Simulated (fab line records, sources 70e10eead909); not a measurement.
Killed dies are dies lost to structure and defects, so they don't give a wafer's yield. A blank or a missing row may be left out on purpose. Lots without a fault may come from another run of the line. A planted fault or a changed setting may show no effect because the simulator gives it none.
fab line records | flow nand_harc
record lots=6 wafers=18 last_day=23
route steps=1159 shown P_BONDPAD@357 END@1159
lots that met no fault: from a run of the same line without faults
start_h: hours from the record's first day to the start of the lot's first wafer shown | wait_h: hours since the lot's step before | " the same as in the row above | L1.1+2: a row that stands for several wafers | - no value, or no start given | * or withheld: withheld | < > ~ a bound
route shown NAME@n: a module of which the file shows steps, and the number in the route of the first | usual: mean/standard deviation of fault-free wafers | same: alike in all rows | chamber/n: place in a boat | sites: the reading at each site | _std_site: their standard deviation | _edge_site: outer sites' mean less inner sites' | radius_mm: how far each site lies from the wafer's centre | mask NAME#n: copy n | behind: the tool/chamber that last shaped the wafer | hold: why the lot was held/for how many hours/how that ended | device: the transistor (n, p or np) that didn't switch | end of line: the same wafers' tests at the end of the route | a step without rows: its recipe alone | killed: dies lost to structure and defects at the first sort, not the wafer's yield | map: a wafer's dies, x killed, . not, _ none there
set.NAME: the setting as run; set.NAME@STEP: as run at that earlier step | model.NAME: the simulator's own value behind a step, which no gauge read
lots at some steps of the route; a table a step, a row a wafer
services: from which hour (start_h, from the record's first day; less than 0 if before it) a tool's chamber was out of use, for how many hours, and why
## steps
# step NHARC_P_BONDPAD_COAT_36
# recipe temp_c=200 time_s=65
# step NHARC_P_BONDPAD_COAT_03
# recipe spin_rpm=2000 resist_thk_nm=600
# step NHARC_P_BONDPAD_SOFTBAKE_04
# recipe temp_c=125 time_s=70
# step NHARC_P_BONDPAD_EBR_05
# step NHARC_P_BONDPAD_EXPOSE_06
# recipe na=0.55 dose_mj=37.06 mask_id=P_BPAD
# step NHARC_P_BONDPAD_PEB_07
# recipe peb_temp_c=128 peb_time_s=80
# step NHARC_P_BONDPAD_DEVELOP_08
# recipe time_s=50 dev_temp_c=22
# step NHARC_P_BONDPAD_CD_MEAS_09
# recipe target_cd_nm=500 landing_energy_ev=500
# usual cd_nm=499.4/1.9
# columns lot.wafer tool chamber start_h wait_h cd_nm
L904.3 cd_sem-01 0 144.11 - 502.6
L904.5 " 0 " " 499.1
L904.6 " 0 " " 499.6
L907.1 cd_sem-02 0 152.43 - 497.8
L907.3 " 0 " " 497.5
L907.6 " 0 " " 497.7
L906.1 cd_sem-03 0 158.83 - 498.1
L906.2 " 0 " " 498.6
L906.4 " 0 " " 499.8
L920.4 cd_sem-01 0 228.46 - 503.1
L920.5 " 0 " " 500.7
L920.6 " 0 " " 504.0
L919.1 cd_sem-02 0 230.25 - 500.2
L919.2 " 0 " " 498.3
L919.5 " 0 " " 498.6
L924.1 cd_sem-02 0 252.32 - 500.7
L924.3 " 0 " " 499.6
L924.4 " 0 " " 499.3
# step NHARC_P_BONDPAD_OVL_MEAS_38
# usual overlay_x_nm=0/7.3 overlay_y_nm=1/6.4
# columns lot.wafer tool chamber start_h wait_h overlay_x_nm overlay_y_nm
L904.3 overlay-02 - 144.19 - 0 -2
L904.5 " - " " -1 -2
L904.6 " - " " 0 -2
L907.1 overlay-01 - 152.52 - -6 -8
L907.3 " - " " -6 -8
L907.6 " - " " -7 -8
L906.1 overlay-02 - 158.91 - -9 0
L906.2 " - " " -9 1
L906.4 " - " " -10 1
L920.4 overlay-01 - 228.54 - 7 -11
L920.5 " - " " 7 -11
L920.6 " - " " 7 -11
L919.1 overlay-02 - 230.34 - -4 -1
L919.2 " - " " -3 -2
L919.5 " - " " -3 -2
L924.1 overlay-02 - 252.40 - 4 12
L924.3 " - " " 4 12
L924.4 " - " " 5 13
# step NHARC_P_BONDPAD_HARDBAKE_10
# recipe temp_c=118 time_s=65
# step NHARC_P_BONDPAD_DESCUM_11
# recipe time_s=3 o2_flow_sccm=200 ar_flow_sccm=0 bias_power_w=0 chemistry=O2
# usual chamber_pressure_mTorr=60.00/0.14 drypump_motor_current_A=5.7/0.39 oes_product_au=1.002/0.011 rf_vpp_V=57.8/0.96 showerhead_plenum_p_Torr=1.90/0.092 throttle_valve_pct=11.309/0.0085
# columns lot.wafer tool chamber start_h wait_h chamber_pressure_mTorr drypump_motor_current_A oes_product_au rf_hours_counter_h rf_vpp_V showerhead_plenum_p_Torr throttle_valve_pct
L904.3 rie_diel-04 0 144.34 - 59.93 6.3 1.001 2 58.6 2.02 11.318
L904.5 " 1 " " 60.02 5.5 0.989 - 58.2 2.01 11.297
L904.6 " 2 " " 59.96 6.0 1.010 - 57.5 1.83 11.309
L907.1 rie_diel-04 2 152.65 - 60.03 6.0 1.013 3 58.2 1.83 11.323
L907.3 " 3 " " 59.92 5.5 0.999 3 58.0 1.79 11.314
L907.6 " 1 " " 60.05 5.5 1.002 - 56.7 2.01 11.312
L906.4 rie_diel-04 2 159.04 - 59.99 6.0 1.020 4 56.0 1.83 11.303
L906.1 " 3 " " 60.03 5.5 0.990 4 56.6 1.79 11.292
L906.2 " 0 " " 60.03 6.3 1.009 4 59.1 2.02 11.293
L920.4 rie_diel-04 0 228.72 - 60.09 6.3 1.017 10 59.1 2.01 11.305
L920.5 " 0 " " 60.08 6.3 1.000 - 58.6 2.01 11.302
L920.6 " 1 " " 60.04 5.5 1.003 - 56.4 2.00 11.301
L919.1 rie_diel-04 2 230.46 - 59.90 6.0 1.013 12 58.9 1.83 11.312
L919.2 " 3 " " 59.97 5.5 0.987 12 57.7 1.79 11.313
L919.5 " 2 " " 60.02 6.0 1.007 - 57.3 1.83 11.314
L924.1 rie_diel-09 1 252.55 - 60.01 4.8 0.989 60 59.4 2.00 11.304
L924.4 " 2 " " 60.04 5.5 1.000 64 58.0 1.92 11.317
L924.3 " 3 " " 59.99 5.7 1.004 61 58.2 1.80 11.311
# step NHARC_P_BONDPAD_ETCH_37
# recipe target_depth_a=600 overetch_a=180 time_s=65.91 ion_energy_ev=200 n2_flow_sccm=150 h2_flow_sccm=150 ar_flow_sccm=0 rf_w=400 bias_w=150 chemistry=N2/H2
# usual chamber_pressure_mTorr=29.997/0.027 drypump_motor_current_A=5.7/0.4 n2_flow_sccm=150.0/0.45 oes_product_au=0.999/0.011 rf_vpp_V=430.4/2.9 run_length_s=87.3/0.32 showerhead_plenum_p_Torr=2.04/0.1 throttle_valve_pct=14.171/0.0095
# columns lot.wafer tool chamber start_h wait_h chamber_pressure_mTorr drypump_motor_current_A n2_flow_sccm oes_product_au rf_hours_counter_h rf_vpp_V run_length_s showerhead_plenum_p_Torr throttle_valve_pct
L904.3 rie_diel-04 2 144.41 0.1 30.028 6.0 149.8 1.018 2 427.8 87.4 1.95 14.182
L904.5 " 0 " " 30.000 6.3 149.1 0.989 - 434.3 87.0 2.15 14.182
L904.6 " 1 " " 30.025 5.5 150.1 0.990 - 432.6 87.7 2.14 14.166
L907.1 rie_diel-04 2 152.73 0.1 30.007 6.0 149.7 1.015 3 428.7 87.1 1.95 14.160
L907.3 " 3 " " 30.007 5.5 149.4 0.979 3 426.8 87.6 1.91 14.178
L907.6 " 1 " " 29.955 5.5 149.6 0.988 - 433.5 87.4 2.14 14.174
L906.1 rie_diel-04 0 159.12 0.1 29.967 6.3 149.4 1.011 4 432.9 87.0 2.15 14.178
L906.4 " 1 " " 30.010 5.5 149.8 1.004 4 432.3 87.5 2.14 14.176
L906.2 " 2 " " 29.955 6.0 150.1 1.019 4 429.7 87.2 1.95 14.175
L920.4 rie_diel-04 0 228.82 0.1 29.992 6.3 149.6 1.008 10 433.5 87.2 2.15 14.172
L920.5 " 3 " " 30.020 5.5 150.3 0.980 - 427.6 87.3 1.90 14.177
L920.6 " 0 " " 29.970 6.3 149.5 1.004 - 433.7 86.9 2.15 14.172
L919.2 rie_diel-04 3 230.55 0.1 29.992 5.5 150.4 0.996 12 425.0 87.2 1.90 14.162
L919.1 " 0 " " 30.017 6.3 149.7 1.015 10 434.1 87.4 2.15 14.186
L919.5 " 3 " " 29.970 5.5 150.5 0.994 - 426.4 87.3 1.90 14.180
L924.4 rie_diel-09 0 252.69 0.1 30.021 5.4 149.6 0.987 57 428.2 87.2 2.00 14.167
L924.1 " 1 " " 29.995 4.8 149.2 0.988 61 432.0 87.8 2.13 14.170
L924.3 " 2 " " 29.982 5.5 149.5 1.002 64 429.7 87.4 2.04 14.171
# step NHARC_P_BONDPAD_ETCH_12
# recipe target_depth_a=2000 time_s=100 chf3_flow_sccm=50 o2_flow_sccm=10 ar_flow_sccm=200 rf_w=500 bias_w=200 chemistry=CHF3/O2
# usual chamber_pressure_mTorr=25.000/0.022 drypump_motor_current_A=5.7/0.39 oes_product_au=0.943/0.024 rf_vpp_V=370.3/2.4 run_length_s=121.40/0.28 showerhead_plenum_p_Torr=2.39/0.11 throttle_valve_pct=20.572/0.0088
# columns lot.wafer tool chamber start_h wait_h chamber_pressure_mTorr drypump_motor_current_A oes_product_au rf_hours_counter_h rf_vpp_V run_length_s showerhead_plenum_p_Torr throttle_valve_pct
L904.3 rie_diel-04 0 144.50 - 25.033 6.3 0.983 2 373.8 121.19 2.53 20.561
L904.6 " 3 " " 24.977 5.5 0.971 - 367.2 121.58 2.26 20.576
L904.5 " 0 " " 25.054 6.3 0.981 - 371.9 121.41 2.53 20.576
L907.3 rie_diel-04 1 152.84 - 24.979 5.5 0.917 4 372.9 121.55 2.51 20.577
L907.1 " 2 " " 24.993 6.0 0.933 3 368.1 121.39 2.30 20.565
L907.6 " 3 " " 24.974 5.5 0.903 - 366.7 122.04 2.26 20.565
L906.4 rie_diel-04 1 159.22 - 24.986 5.5 0.969 4 372.7 121.80 2.51 20.572
L906.1 " 2 " " 25.008 6.0 0.981 4 369.3 121.33 2.30 20.582
L906.2 " 3 " " 24.979 5.5 0.955 4 368.1 121.37 2.26 20.580
L920.4 rie_diel-04 2 228.92 - 25.008 6.0 0.938 12 368.6 121.41 2.30 20.579
L920.6 " 0 " " 25.025 6.3 0.968 - 373.0 120.91 2.52 20.561
L920.5 " 1 " " 25.009 5.5 0.920 - 373.8 94.08 2.51 20.573
L919.2 rie_diel-04 1 230.64 - 24.971 5.4 0.984 12 371.9 121.54 2.51 20.560
L919.1 " 2 " " 25.014 5.9 0.972 12 368.4 121.32 2.30 20.572
L919.5 " 1 " " 24.989 5.5 0.986 - 372.7 94.26 2.51 20.582
L924.4 rie_diel-09 3 252.78 - 24.985 5.7 0.962 61 367.9 121.20 2.27 20.562
L924.1 " 1 " " 24.962 4.8 0.932 61 373.7 121.54 2.50 20.585
L924.3 " 2 " " 24.982 5.5 0.944 64 371.4 121.89 2.40 20.573
# step NHARC_P_BONDPAD_CD_MEAS_13
# usual cd_nm=499.3/2
# columns lot.wafer tool chamber start_h wait_h cd_nm
L904.3 cd_sem-02 - 144.63 - 502.5
L904.5 " - " " 499.8
L904.6 " - " " 499.7
L907.1 cd_sem-03 - 152.96 - 495.4
L907.3 " - " " 497.5
L907.6 " - " " 498.1
L906.1 cd_sem-03 - 159.35 - 497.7
L906.2 " - " " 499.0
L906.4 " - " " 499.9
L920.4 cd_sem-02 - 229.05 - 502.6
L920.5 " - " " 500.7
L920.6 " - " " 504.8
L919.1 cd_sem-01 - 230.77 - 499.7
L919.2 " - " " 498.9
L919.5 " - " " 498.4
L924.1 cd_sem-01 - 252.92 - 500.9
L924.3 " - " " 499.3
L924.4 " - " " 497.4
# step NHARC_END_SORT_01
# recipe temp_c=25
# usual defect_limited_yield=95.1/1.6 killed_at_array=29/11 killed_at_other=0.7/1.1 killed_at_periphery=2.9/2.2 killed_dies=33/11 killed_open=3.1/1.8 killed_short=1.9/1.4 sort_bin_2_pct=1.6/0.64 sort_bin_3_pct=0.26/0.18 sort_bin_4_pct=3.1/1.1 sort_n_pass=644/11 sort_rim_yield_pct=95.7/2.8 sort_yield_pct=95.1/1.6
# same gross_dies=677 sort_bin_5_pct[%]=0 sort_bin_6_pct[%]=0 sort_bin_7_pct[%]=0 sort_bin_8_pct[%]=0 sort_rim_n_gross=106.00
# columns lot.wafer tool chamber start_h wait_h defect_limited_yield[%] killed_at_array killed_at_other killed_at_periphery killed_dies killed_open killed_short sort_bin_2_pct[%] sort_bin_3_pct[%] sort_bin_4_pct[%] sort_n_pass sort_rim_yield_pct[%] sort_yield_pct[%]
L907.1 prober-01 0 456.29 2.5 98.7 9 0 0 9 3 1 0.7 0.15 0.4 668 100.0 98.7
L907.3 prober-01 0 457.89 3.1 98.8 5 1 2 8 4 1 0.3 0.15 0.7 669 99.1 98.8
L907.6 prober-01 0 460.28 4.0 98.4 10 1 0 11 4 3 0.1 0 1.5 666 100.0 98.4
L904.3 prober-02 0 462.90 8.0 96.6 16 0 7 23 4 2 0.7 0 2.7 654 100.0 96.6
L904.5 prober-02 0 464.47 8.5 96.6 15 0 8 23 3 0 0.9 0.15 2.4 654 96.2 96.6
L904.6 prober-02 0 465.26 8.8 95.4 20 0 11 31 3 4 1.2 0.59 2.8 646 95.3 95.4
L906.1 prober-02 0 469.10 2.5 96.9 19 0 2 21 3 1 1.5 0.15 1.5 656 96.2 96.9
L906.2 prober-02 0 469.90 2.8 94.4 35 1 2 38 8 6 1.5 0.44 3.7 639 99.1 94.4
L906.4 prober-02 0 471.50 3.4 96.8 19 0 3 22 2 3 1.3 0.30 1.6 655 97.2 96.8
L919.1 prober-01 0 534.15 2.5 93.4 44 0 1 45 4 1 1.5 0.44 4.7 632 96.2 93.4
L919.2 prober-01 0 534.94 2.8 94.4 36 0 2 38 0 4 1.8 0.74 3.1 639 89.6 94.4
L919.5 prober-01 0 537.32 3.7 0 51 0 626 677 5 3 94.7 0.59 4.7 0 0 0
L920.5 prober-02 0 537.39 3.7 0 20 1 656 677 1 2 97.8 0.15 2.1 0 0 0
L924.1 prober-02 0 555.24 2.5 97.3 12 0 6 18 4 0 1.2 0 1.5 659 98.1 97.3
L924.3 prober-02 0 556.84 3.1 96.5 23 0 1 24 1 1 1.0 0.30 2.2 653 92.5 96.5
L924.4 prober-02 0 557.64 3.4 96.2 21 0 5 26 3 3 0.6 0.15 3.1 651 98.1 96.2
# killed by level:class
L907.1 A_STAIRCASE:chamber_film_flake=3 A_CHANNEL_HOLE_D1:chamber_film_flake=2 A_CHANNEL_FILL_D1:geometric_particle:short=1 A_CHANNEL_FILL_D1:geometric_particle:open=1 A_SGD_CUT:geometric_particle:open=1 A_WL_FILL:geometric_particle:open=1
L907.3 P_CONTACT:geometric_particle:open=1 P_M2:geometric_particle:open=1 A_CHANNEL_FILL_D1:geometric_particle:short=1 A_CONTACT:geometric_particle:open=1 A_BLC:geometric_particle:open=1 A_CHANNEL_HOLE_D1:chamber_film_flake=1 A_STAIRCASE:chamber_film_flake=1 THIN_TSV:chamber_film_flake=1
L907.6 A_WL_FILL:geometric_particle:short=2 A_CONTACT:geometric_particle:open=2 A_ONON_D1:geometric_particle:open=1 A_CONTACT:geometric_particle:short=1 A_BLC:geometric_particle:open=1 A_CHANNEL_HOLE_D1:chamber_film_flake=1 A_STAIRCASE:chamber_film_flake=1 A_SLIT:chamber_film_flake=1
L904.3 A_SLIT:chamber_film_flake=10 P_CONTACT:chamber_film_flake=3 A_CONTACT:chamber_film_flake=2 P_GATE:geometric_particle:open=1 P_M0:geometric_particle:short=1 A_CHANNEL_HOLE_D1:geometric_particle:open=1 A_CHANNEL_FILL_D1:geometric_particle:open=1 A_CONTACT:geometric_particle:open=1
L904.5 A_SLIT:chamber_film_flake=6 P_ZERO_WELL:chamber_film_flake=3 P_GATE:chamber_film_flake=3 A_CHANNEL_HOLE_D1:chamber_film_flake=3 A_CONTACT:geometric_particle:open=2 P_CONTACT:chamber_film_flake=2 A_CONTACT:chamber_film_flake=2 A_CHANNEL_FILL_D1:geometric_particle:open=1
L904.6 A_SLIT:chamber_film_flake=7 P_CONTACT:chamber_film_flake=6 A_CHANNEL_HOLE_D1:chamber_film_flake=5 P_GATE:chamber_film_flake=3 P_M0:geometric_particle:open=2 A_CONTACT:chamber_film_flake=2 A_CHANNEL_HOLE_D1:geometric_particle:short=1 A_CHANNEL_FILL_D1:geometric_particle:short=1
L906.1 A_CHANNEL_HOLE_D1:chamber_film_flake=10 A_CONTACT:chamber_film_flake=3 P_CONTACT:geometric_particle:open=1 A_ONON_D1:geometric_particle:open=1 A_CONTACT:geometric_particle:open=1 A_M1:geometric_particle:short=1 P_M2:chamber_film_flake=1 A_ZERO_WELL:chamber_film_flake=1
L906.2 A_CHANNEL_HOLE_D1:chamber_film_flake=17 A_ONON_D1:geometric_particle:short=2 A_CHANNEL_FILL_D1:geometric_particle:open=2 A_WL_FILL:geometric_particle:open=2 A_CONTACT:geometric_particle:open=2 A_ZERO_WELL:chamber_film_flake=2 A_CONTACT:chamber_film_flake=2 P_M0:geometric_particle:open=1
L906.4 A_CHANNEL_HOLE_D1:chamber_film_flake=13 A_WL_FILL:geometric_particle:short=2 P_CONTACT:geometric_particle:open=1 A_WL_FILL:geometric_particle:open=1 A_M1:geometric_particle:short=1 P_GATE:chamber_film_flake=1 P_BONDPAD:chamber_film_flake=1 A_STAIRCASE:chamber_film_flake=1
L919.1 A_CHANNEL_HOLE_D1:chamber_film_flake=15 A_SLIT:chamber_film_flake=14 A_STAIRCASE:chamber_film_flake=6 A_CONTACT:chamber_film_flake=4 P_M0:geometric_particle:open=1 A_CHANNEL_FILL_D1:geometric_particle:open=1 A_CONTACT:geometric_particle:open=1 A_BLC:geometric_particle:open=1
L919.2 A_CHANNEL_HOLE_D1:chamber_film_flake=15 A_SLIT:chamber_film_flake=14 A_STAIRCASE:chamber_film_flake=2 P_CONTACT:geometric_particle:short=1 A_CHANNEL_FILL_D1:geometric_particle:short=1 A_STAIRCASE:geometric_particle:short=1 A_CONTACT:geometric_particle:short=1 P_STI:chamber_film_flake=1
L919.5 P_BONDPAD:area_etch=621 A_CHANNEL_HOLE_D1:chamber_film_flake=23 A_SLIT:chamber_film_flake=20 P_CONTACT:geometric_particle:open=2 A_ONON_D1:geometric_particle:open=2 A_CONTACT:chamber_film_flake=2 P_CONTACT:geometric_particle:short=1 A_ONON_D1:geometric_particle:short=1
L920.5 P_BONDPAD:area_etch=656 A_CHANNEL_HOLE_D1:chamber_film_flake=7 A_SLIT:chamber_film_flake=6 A_STAIRCASE:chamber_film_flake=2 A_CONTACT:chamber_film_flake=2 A_CHANNEL_FILL_D1:geometric_particle:short=1 A_STAIRCASE:geometric_particle:short=1 A_M1:geometric_particle:open=1
L924.1 A_CONTACT:chamber_film_flake=5 P_M0:chamber_film_flake=2 A_CHANNEL_HOLE_D1:chamber_film_flake=2 P_CONTACT:geometric_particle:open=1 P_M0:geometric_particle:open=1 P_M2:geometric_particle:open=1 A_CHANNEL_HOLE_D1:geometric_particle:open=1 P_GATE:chamber_film_flake=1
L924.3 A_CHANNEL_HOLE_D1:chamber_film_flake=5 A_CHANNEL_FILL_D1:chamber_film_flake=4 A_WL_FILL:chamber_film_flake=3 A_CONTACT:chamber_film_flake=3 A_M1:chamber_film_flake=3 A_SLIT:chamber_film_flake=2 A_ONON_D1:geometric_particle:short=1 A_ONON_D1:geometric_particle:open=1
L924.4 A_CHANNEL_HOLE_D1:chamber_film_flake=8 A_STAIRCASE:chamber_film_flake=4 A_M1:chamber_film_flake=3 A_WL_FILL:geometric_particle:open=2 P_STI:chamber_film_flake=2 P_CONTACT:geometric_particle:short=1 P_M0:geometric_particle:short=1 A_SGD_CUT:geometric_particle:short=1
# map L919.5 (x killed, . not)
____________x____________
_________xxxxxxx_________
_______xxxxxxxxxxx_______
______xxxxxxxxxxxxx______
_____xxxxxxxxxxxxxxx_____
____xxxxxxxxxxxxxxxxx____
____xxxxxxxxxxxxxxxxx____
___xxxxxxxxxxxxxxxxxxx___
___xxxxxxxxxxxxxxxxxxx___
__xxxxxxxxxxxxxxxxxxxxx__
__xxxxxxxxxxxxxxxxxxxxx__
_xxxxxxxxxxxxxxxxxxxxxxx_
_xxxxxxxxxxxxxxxxxxxxxxx_
_xxxxxxxxxxxxxxxxxxxxxxx_
_xxxxxxxxxxxxxxxxxxxxxxx_
_xxxxxxxxxxxxxxxxxxxxxxx_
xxxxxxxxxxxxxxxxxxxxxxxxx
xxxxxxxxxxxxxxxxxxxxxxxxx
xxxxxxxxxxxxxxxxxxxxxxxxx
xxxxxxxxxxxxxxxxxxxxxxxxx
xxxxxxxxxxxxxxxxxxxxxxxxx
_xxxxxxxxxxxxxxxxxxxxxxx_
_xxxxxxxxxxxxxxxxxxxxxxx_
_xxxxxxxxxxxxxxxxxxxxxxx_
_xxxxxxxxxxxxxxxxxxxxxxx_
_xxxxxxxxxxxxxxxxxxxxxxx_
__xxxxxxxxxxxxxxxxxxxxx__
__xxxxxxxxxxxxxxxxxxxxx__
___xxxxxxxxxxxxxxxxxxx___
___xxxxxxxxxxxxxxxxxxx___
____xxxxxxxxxxxxxxxxx____
____xxxxxxxxxxxxxxxxx____
_____xxxxxxxxxxxxxxx_____
______xxxxxxxxxxxxx______
_______xxxxxxxxxxx_______
_________xxxxxxx_________
____________x____________
# map L920.5 (x killed, . not)
____________x____________
_________xxxxxxx_________
_______xxxxxxxxxxx_______
______xxxxxxxxxxxxx______
_____xxxxxxxxxxxxxxx_____
____xxxxxxxxxxxxxxxxx____
____xxxxxxxxxxxxxxxxx____
___xxxxxxxxxxxxxxxxxxx___
___xxxxxxxxxxxxxxxxxxx___
__xxxxxxxxxxxxxxxxxxxxx__
__xxxxxxxxxxxxxxxxxxxxx__
_xxxxxxxxxxxxxxxxxxxxxxx_
_xxxxxxxxxxxxxxxxxxxxxxx_
_xxxxxxxxxxxxxxxxxxxxxxx_
_xxxxxxxxxxxxxxxxxxxxxxx_
_xxxxxxxxxxxxxxxxxxxxxxx_
xxxxxxxxxxxxxxxxxxxxxxxxx
xxxxxxxxxxxxxxxxxxxxxxxxx
xxxxxxxxxxxxxxxxxxxxxxxxx
xxxxxxxxxxxxxxxxxxxxxxxxx
xxxxxxxxxxxxxxxxxxxxxxxxx
_xxxxxxxxxxxxxxxxxxxxxxx_
_xxxxxxxxxxxxxxxxxxxxxxx_
_xxxxxxxxxxxxxxxxxxxxxxx_
_xxxxxxxxxxxxxxxxxxxxxxx_
_xxxxxxxxxxxxxxxxxxxxxxx_
__xxxxxxxxxxxxxxxxxxxxx__
__xxxxxxxxxxxxxxxxxxxxx__
___xxxxxxxxxxxxxxxxxxx___
___xxxxxxxxxxxxxxxxxxx___
____xxxxxxxxxxxxxxxxx____
____xxxxxxxxxxxxxxxxx____
_____xxxxxxxxxxxxxxx_____
______xxxxxxxxxxxxx______
_______xxxxxxxxxxx_______
_________xxxxxxx_________
____________x____________
## services
# columns tool chamber start_h hours kind
rie_diel-04 0 120.90 - clean
rie_diel-04 1 120.90 - clean
rie_diel-04 2 120.90 - clean
rie_diel-04 3 120.90 - clean
rie_diel-04 0 145.40 - clean
rie_diel-04 1 145.40 - clean
rie_diel-04 2 145.40 - clean
rie_diel-04 3 145.40 - clean
rie_diel-04 0 169.92 - clean
rie_diel-04 1 169.92 - clean
rie_diel-04 2 169.92 - clean
rie_diel-04 3 169.92 - clean
rie_diel-04 2 178.37 1.5 repair
rie_diel-04 0 194.42 - clean
rie_diel-04 1 194.42 - clean
rie_diel-04 2 194.42 - clean
rie_diel-04 3 194.42 - clean
rie_diel-09 0 195.54 6.6 repair
rie_diel-04 - 195.89 0.3 repair
rie_diel-04 0 206.22 5.4 repair
rie_diel-09 2 206.77 3.1 repair
rie_diel-04 0 215.23 5.7 repair
rie_diel-04 1 219.26 - clean
rie_diel-04 0 246.58 15.6 repair
## key
first_sign step=NHARC_P_BONDPAD_ETCH_12 reading=run_length_s direction=down sigmas=97 usual=* struck=*
effect step=NHARC_END_SORT_01 reading=killed_at_periphery direction=up sigmas=99+ usual=2.9 struck=641
more_kills_born_at NHARC_P_BONDPAD_ETCH_12@rie_diel-04=1277
met_at NHARC_P_BONDPAD_ETCH_12
struck_wafers L919.5,L920.5
later_rows_left_out L919.5,L920.5
onset_between 159.22 228.92
fault kind=process_parameter_drift tool=rie_diel-04 chamber=- onset_h=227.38 steps=NHARC_P_BONDPAD_ETCH_12 channel=time_s offset=* shape=step end_h=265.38 scope=struck_wafers_only acts_in=* stated=*
# later_rows_left_out: the simulator's readings of these wafers behind a module that went badly wrong aren't trusted and aren't shown, but for the sort
